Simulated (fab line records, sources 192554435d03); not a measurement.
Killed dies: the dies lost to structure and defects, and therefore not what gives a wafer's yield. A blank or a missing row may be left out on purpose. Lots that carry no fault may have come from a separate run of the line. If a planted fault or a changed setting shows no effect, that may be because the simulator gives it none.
Chamber matching + flow n5_finfet + rie_diel-06 running N5_BEOL_M1_ETCH_63: 4 sister chambers
The step etches SiARC in CF4, target depth 15.6 nm, time 26 s. 4 wafers are shown with their chamber, then 12 later ones without.

## WAFERS PAIRED WITH THEIR CHAMBERS
| wafer  | chamber | drypump_motor_current_A (A) |
|--------|---------|-----------------------------|
| L086.5 | 1       | 5.4                         |
| L089.6 | 2       | 5.2                         |
| L090.4 | 3       | 5.5                         |
| L090.6 | 0       | 5.9                         |

## WAFERS WHOSE CHAMBER IS MISSING
| wafer  | drypump_motor_current_A (A) |
|--------|-----------------------------|
| L093.1 | 5.9                         |
| L093.2 | 5.2                         |
| L093.5 | 5.9                         |
| L092.1 | 5.5                         |
| L092.2 | 5.2                         |
| L092.3 | 5.9                         |
| L092.4 | 5.5                         |
| L092.5 | 5.5                         |
| L092.6 | 5.9                         |
| L097.2 | 6.0                         |
| L097.4 | 5.2                         |
| L097.6 | 6.0                         |

## CHAMBER TAKEN BY EACH
| wafer  | from the rows above | in truth                   |
|--------|---------------------|----------------------------|
| L093.1 | 0                   | 0                          |
| L093.2 | 2                   | 2                          |
| L093.5 | 0                   | 0                          |
| L092.1 | 3                   | 3                          |
| L092.2 | 2                   | 2                          |
| L092.3 | 0                   | 0                          |
| L092.4 | 3                   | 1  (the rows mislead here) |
| L092.5 | 3                   | 3                          |
| L092.6 | 0                   | 0                          |
| L097.2 | 0                   | 0                          |
| L097.4 | 2                   | 2                          |
| L097.6 | 0                   | 0                          |
Correctly placed: 11 of 12. Left unplaced by these rows: 0. Number placed wrongly: 1.
How it was worked out, from the rows above alone: a wafer's distance from a chamber is the root of the sum, over the readings, of the square of ((its reading less the chamber's mean) divided by the reading's scatter). The wafer belongs to the nearest chamber; if the next one is less than 2 further off, it can't be placed. For every chamber, the mean is computed from those of its wafers that are shown. The scatter: with one shown wafer a chamber, the root of the mean of the squares of how far each hidden wafer lies from its nearest shown one.
